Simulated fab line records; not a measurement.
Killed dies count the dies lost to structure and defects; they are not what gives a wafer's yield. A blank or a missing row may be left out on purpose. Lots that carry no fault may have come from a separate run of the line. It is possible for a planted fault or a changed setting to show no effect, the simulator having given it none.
Split-lot experiment	flow n5 finfet	21 wafers read from 7 lots, route of 1938 steps

== ON THE SPLIT ==
At N5_BEOL_M2_COAT_67 (time 60 s, resist thk 60 nm), the setting spin rpm was moved away from the recipe's 1500 rpm on 7 of the 21 wafers read, by +4.3% to +9.5%. The other wafers ran this setting at the recipe's value.

== FROM THE SPLIT TO THE READING: what the file shows between them, 5 steps ==
- N5_BEOL_M2_EXPOSE_25: exposes mask V1, defocus 5 nm (also split here: dose mj)
- N5_BEOL_M2_PEB_26: peb time 60 s
- N5_BEOL_M2_DEVELOP_27: develop time 30 s
- N5_BEOL_M2_ALD_98: deposits SiO2, target thk 2.5 nm, pulse time 1 s, co reactant pulse time 1 s
- N5_BEOL_M2_ETCHBACK_99: etches SiO2 in CHF3, target depth 5 nm, time 10.4 s

== THE READING ==
etch.depth nm (the simulator's own value, which no gauge read), in nm, at N5_BEOL_M2_ETCH_70 (etches SOC in N2/H2, target depth 80 nm, overetch 24 nm, time 130 s). There is no usual value for it anywhere in the file. The 14 wafers here that ran the recipe average 60.02 nm, standard deviation 0.17 nm.

wafer	tool, chamber at the split	spin rpm as run, rpm	against the recipe	etch.depth nm, nm	against lot-mates on the recipe
L074.2	litho track-01, 0	1628	+8.5%	57.44	-2.26
L074.5	litho track-01, 0	1500	recipe	59.7	-
L074.6	litho track-01, 0	1628	+8.5%	57.43	-2.27
L077.1	litho track-03, 0	1500	recipe	59.86	-
L077.4	litho track-03, 0	1565	+4.3%	58.52	-1.34
L077.5	litho track-03, 0	1565	+4.3%	58.61	-1.25
L080.2	litho track-01, 0	1500	recipe	60	-
L080.5	litho track-01, 0	1643	+9.5%	57.37	-2.63
L080.6	litho track-01, 0	1643	+9.5%	57.36	-2.64
L085.1	litho track-01, 0	1500	recipe	59.85	-
L085.4	litho track-01, 0	1500	recipe	60.08	-
L085.5	litho track-01, 0	1500	recipe	60.03	-
L087.2	litho track-03, 0	1500	recipe	59.86	-
L087.3	litho track-03, 0	1500	recipe	59.99	-
L087.6	litho track-03, 0	1500	recipe	59.96	-
L091.1	litho track-03, 0	1500	recipe	60.02	-
L091.6	litho track-03, 0	1500	recipe	60.02	-
L091.3	litho track-03, 0	1631	+8.7%	57.39	-2.63
L095.1	litho track-01, 0	1500	recipe	60.22	-
L095.4	litho track-01, 0	1500	recipe	60.24	-
L095.5	litho track-01, 0	1500	recipe	60.38	-

THE FIT
A straight line over all 21 wafers: etch.depth nm changes by -0.293 nm for each +1% of spin rpm; r = -0.99; the points scatter about the line by 0.17 nm.
The same after taking each lot's own level away (the mean of its wafers on the recipe; 21 wafers): -0.278 nm for each +1%; r = -1.00; scatter 0.085 nm.
Per that fit: largest spin rpm move, reading shift of 2.7 nm.
Across the lots, their own levels run from 59.700 to 60.280 nm, a range of 3.4 times the standard deviation given above.
So the lot-to-lot level changes the slope little: the two slopes agree.
Check: with one of the wafers moved furthest among these (+9.5%) left out of the fit, the line predicts -2.67 nm for it against its lot-mates. Against them it came out at -2.63 nm.

== ADDITIONAL SPLITS CARRIED BY THESE WAFERS ==
Other splits were also applied to these wafers ahead of the reading. Each is held against what the fit with the lots' levels taken away leaves over:
other split on the same wafers	wafers away from the commonest value	r with etch.depth nm (lot level and that fit taken away)
N5_BEOL_M1_TRENCH_ETCH_37 source w	5	+0.28
N5_BEOL_M2_EXPOSE_25 dose mj	5	+0.06

== THE WHOLE CHAIN: every reading that the file lists as answering this split, in the file's order ==
step	what it does	reading	change (the file's fit)	r (the file's)
N5_BEOL_M2_COAT_67	time 60 s, resist thk 60 nm	SOC_of_BEOL_M2_COAT_67.thk nm (the simulator's own value, which no gauge read)	-0.283 nm for each +1% of the setting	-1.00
N5_BEOL_M2_ETCH_70	etches SOC in N2/H2, target depth 80 nm, overetch 24 nm, time 130 s	etch.depth nm (the simulator's own value, which no gauge read)	-0.283 nm for each +1% of the setting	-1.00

== THE FILE'S OWN FIT ==
etch.depth nm changes by -0.283 nm for each +1% of spin rpm, r = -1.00.
